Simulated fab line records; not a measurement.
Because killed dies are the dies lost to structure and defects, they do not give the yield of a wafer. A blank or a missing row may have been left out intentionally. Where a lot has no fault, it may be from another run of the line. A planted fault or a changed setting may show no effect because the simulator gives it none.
Split-lot study || flow n5-finfet || 7 lots, 21 wafers read, on a route of 1938 steps

== ON THE SPLIT ==
At N5_BEOL_M0_SAQP_COAT_08 (resist thk 90 nm), the setting spin-rpm was moved away from the recipe's 1500 rpm on 4 of the 21 wafers read, by -3.3% to +3.3%. This setting was run at the recipe's value on the other wafers.

== FROM THE SPLIT TO THE READING: what the file shows between them, 3 steps ==
- N5_BEOL_M0_SAQP_EXPOSE_11: exposes mask M0 CORE, target cd 42 nm (also split here: dose-mj)
- N5_BEOL_M0_SAQP_PEB_12: peb time 60 s
- N5_BEOL_M0_SAQP_DEVELOP_13: develop time 30 s

== THE READING ==
CAR-ArF_of_BEOL_M0_SAQP_COAT_08.thk-nm (the simulator's own value, which no gauge read), in nm, at N5_BEOL_M0_SAQP_DESCUM_19 (chemistry O2, time 7.9 s). The file gives no usual value for it. The 17 wafers here that ran the recipe average 83.6 nm, standard deviation 0.24 nm.

{"wafer": "L076.1", "tool, chamber at the split": "litho-track-04, 0", "spin-rpm as run, rpm": 1500, "against the recipe": "recipe", "CAR-ArF_of_BEOL_M0_SAQP_COAT_08.thk-nm, nm": 83.4, "against lot-mates on the recipe": "-"}
{"wafer": "L076.3", "tool, chamber at the split": "litho-track-04, 0", "spin-rpm as run, rpm": 1500, "against the recipe": "recipe", "CAR-ArF_of_BEOL_M0_SAQP_COAT_08.thk-nm, nm": 83.6, "against lot-mates on the recipe": "-"}
{"wafer": "L076.6", "tool, chamber at the split": "litho-track-04, 0", "spin-rpm as run, rpm": 1500, "against the recipe": "recipe", "CAR-ArF_of_BEOL_M0_SAQP_COAT_08.thk-nm, nm": 83.6, "against lot-mates on the recipe": "-"}
{"wafer": "L077.3", "tool, chamber at the split": "litho-track-03, 0", "spin-rpm as run, rpm": 1500, "against the recipe": "recipe", "CAR-ArF_of_BEOL_M0_SAQP_COAT_08.thk-nm, nm": 83.2, "against lot-mates on the recipe": "-"}
{"wafer": "L077.4", "tool, chamber at the split": "litho-track-03, 0", "spin-rpm as run, rpm": 1500, "against the recipe": "recipe", "CAR-ArF_of_BEOL_M0_SAQP_COAT_08.thk-nm, nm": 83.4, "against lot-mates on the recipe": "-"}
{"wafer": "L077.6", "tool, chamber at the split": "litho-track-03, 0", "spin-rpm as run, rpm": 1500, "against the recipe": "recipe", "CAR-ArF_of_BEOL_M0_SAQP_COAT_08.thk-nm, nm": 83.4, "against lot-mates on the recipe": "-"}
{"wafer": "L078.2", "tool, chamber at the split": "litho-track-04, 0", "spin-rpm as run, rpm": 1500, "against the recipe": "recipe", "CAR-ArF_of_BEOL_M0_SAQP_COAT_08.thk-nm, nm": 83.4, "against lot-mates on the recipe": "-"}
{"wafer": "L078.4", "tool, chamber at the split": "litho-track-04, 0", "spin-rpm as run, rpm": 1500, "against the recipe": "recipe", "CAR-ArF_of_BEOL_M0_SAQP_COAT_08.thk-nm, nm": 83.6, "against lot-mates on the recipe": "-"}
{"wafer": "L078.5", "tool, chamber at the split": "litho-track-04, 0", "spin-rpm as run, rpm": 1500, "against the recipe": "recipe", "CAR-ArF_of_BEOL_M0_SAQP_COAT_08.thk-nm, nm": 83.8, "against lot-mates on the recipe": "-"}
{"wafer": "L081.3", "tool, chamber at the split": "litho-track-03, 0", "spin-rpm as run, rpm": 1500, "against the recipe": "recipe", "CAR-ArF_of_BEOL_M0_SAQP_COAT_08.thk-nm, nm": 84, "against lot-mates on the recipe": "-"}
{"wafer": "L081.4", "tool, chamber at the split": "litho-track-03, 0", "spin-rpm as run, rpm": 1500, "against the recipe": "recipe", "CAR-ArF_of_BEOL_M0_SAQP_COAT_08.thk-nm, nm": 83.8, "against lot-mates on the recipe": "-"}
{"wafer": "L081.6", "tool, chamber at the split": "litho-track-03, 0", "spin-rpm as run, rpm": 1549, "against the recipe": "+3.3%", "CAR-ArF_of_BEOL_M0_SAQP_COAT_08.thk-nm, nm": 82.2, "against lot-mates on the recipe": -1.7}
{"wafer": "L091.2", "tool, chamber at the split": "litho-track-02, 0", "spin-rpm as run, rpm": 1500, "against the recipe": "recipe", "CAR-ArF_of_BEOL_M0_SAQP_COAT_08.thk-nm, nm": 83.8, "against lot-mates on the recipe": "-"}
{"wafer": "L091.3", "tool, chamber at the split": "litho-track-02, 0", "spin-rpm as run, rpm": 1457, "against the recipe": "-2.9%", "CAR-ArF_of_BEOL_M0_SAQP_COAT_08.thk-nm, nm": 85.2, "against lot-mates on the recipe": "+1.4"}
{"wafer": "L091.6", "tool, chamber at the split": "litho-track-02, 0", "spin-rpm as run, rpm": 1457, "against the recipe": "-2.9%", "CAR-ArF_of_BEOL_M0_SAQP_COAT_08.thk-nm, nm": 85, "against lot-mates on the recipe": "+1.2"}
{"wafer": "L093.2", "tool, chamber at the split": "litho-track-02, 0", "spin-rpm as run, rpm": 1500, "against the recipe": "recipe", "CAR-ArF_of_BEOL_M0_SAQP_COAT_08.thk-nm, nm": 83.6, "against lot-mates on the recipe": "-"}
{"wafer": "L093.4", "tool, chamber at the split": "litho-track-02, 0", "spin-rpm as run, rpm": 1500, "against the recipe": "recipe", "CAR-ArF_of_BEOL_M0_SAQP_COAT_08.thk-nm, nm": 83.6, "against lot-mates on the recipe": "-"}
{"wafer": "L093.5", "tool, chamber at the split": "litho-track-02, 0", "spin-rpm as run, rpm": 1450, "against the recipe": "-3.3%", "CAR-ArF_of_BEOL_M0_SAQP_COAT_08.thk-nm, nm": 85.2, "against lot-mates on the recipe": "+1.6"}
{"wafer": "L095.3", "tool, chamber at the split": "litho-track-04, 0", "spin-rpm as run, rpm": 1500, "against the recipe": "recipe", "CAR-ArF_of_BEOL_M0_SAQP_COAT_08.thk-nm, nm": 83.6, "against lot-mates on the recipe": "-"}
{"wafer": "L095.4", "tool, chamber at the split": "litho-track-04, 0", "spin-rpm as run, rpm": 1500, "against the recipe": "recipe", "CAR-ArF_of_BEOL_M0_SAQP_COAT_08.thk-nm, nm": 84.2, "against lot-mates on the recipe": "-"}
{"wafer": "L095.5", "tool, chamber at the split": "litho-track-04, 0", "spin-rpm as run, rpm": 1500, "against the recipe": "recipe", "CAR-ArF_of_BEOL_M0_SAQP_COAT_08.thk-nm, nm": 83.8, "against lot-mates on the recipe": "-"}

THE FIT
A straight line over all 21 wafers: CAR-ArF_of_BEOL_M0_SAQP_COAT_08.thk-nm changes by -0.477 nm for each +1% of spin-rpm; r = -0.94; the points scatter about the line by 0.23 nm.
The same after taking each lot's own level away (the mean of its wafers on the recipe; 21 wafers): -0.482 nm for each +1%; r = -0.98; scatter 0.14 nm.
That fit puts the effect of the largest move of spin-rpm on the reading at 1.6 nm.
Measured against the standard deviation above, the lots' own levels, which go from 83.33 to 83.90 nm, span 2.4 times it.
The two slopes agree, so the slope changes little with the lot-to-lot level.
Check: for one of the wafers moved furthest among these (-3.3%), held out of the fit, the line's prediction against its lot-mates is +1.59 nm. It came out at +1.6 nm against them.

== ADDITIONAL SPLITS CARRIED BY THESE WAFERS ==
Note: prior to the reading, these wafers also went through further splits. Each is held against what the fit with the lots' levels taken away leaves over:
{"other split on the same wafers": "N5_HKMG_FIN_HK_ALD_01 ald-cycles", "wafers away from the commonest value": 8, "r with CAR-ArF_of_BEOL_M0_SAQP_COAT_08.thk-nm (lot level and that fit taken away)": -0.03}
{"other split on the same wafers": "N5_MOL_CONTACT_COAG_COAT_75 spin-rpm", "wafers away from the commonest value": 6, "r with CAR-ArF_of_BEOL_M0_SAQP_COAT_08.thk-nm (lot level and that fit taken away)": -0.01}
{"other split on the same wafers": "N5_MOL_CONTACT_COAG_DESCUM_45 time-s", "wafers away from the commonest value": 9, "r with CAR-ArF_of_BEOL_M0_SAQP_COAT_08.thk-nm (lot level and that fit taken away)": -0.03}
{"other split on the same wafers": "N5_MOL_CONTACT_COAG_ALD_133 ald-cycles", "wafers away from the commonest value": 8, "r with CAR-ArF_of_BEOL_M0_SAQP_COAT_08.thk-nm (lot level and that fit taken away)": "+0.26"}
{"other split on the same wafers": "N5_BEOL_M0_SAQP_EXPOSE_11 dose-mj", "wafers away from the commonest value": 7, "r with CAR-ArF_of_BEOL_M0_SAQP_COAT_08.thk-nm (lot level and that fit taken away)": -0.12}

== THE WHOLE CHAIN: every reading that the file lists as answering this split, in the file's order ==
{"step": "N5_BEOL_M0_SAQP_COAT_08", "what it does": "resist thk 90 nm", "reading": "CAR-ArF_of_BEOL_M0_SAQP_COAT_08.thk-nm (the simulator's own value, which no gauge read)", "change (the file's fit)": "-0.476 nm for each +1% of the setting", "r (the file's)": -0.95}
{"step": "N5_BEOL_M0_SAQP_DEVELOP_13", "what it does": "develop time 30 s", "reading": "CAR-ArF_of_BEOL_M0_SAQP_COAT_08.thk-nm (the simulator's own value, which no gauge read)", "change (the file's fit)": "-0.474 nm for each +1% of the setting", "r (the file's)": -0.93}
{"step": "N5_BEOL_M0_SAQP_DESCUM_19", "what it does": "chemistry O2, time 7.9 s", "reading": "CAR-ArF_of_BEOL_M0_SAQP_COAT_08.thk-nm (the simulator's own value, which no gauge read)", "change (the file's fit)": "-0.487 nm for each +1% of the setting", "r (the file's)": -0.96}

== THE FILE'S OWN FIT ==
CAR-ArF_of_BEOL_M0_SAQP_COAT_08.thk-nm changes by -0.487 nm for each +1% of spin-rpm, r = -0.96.
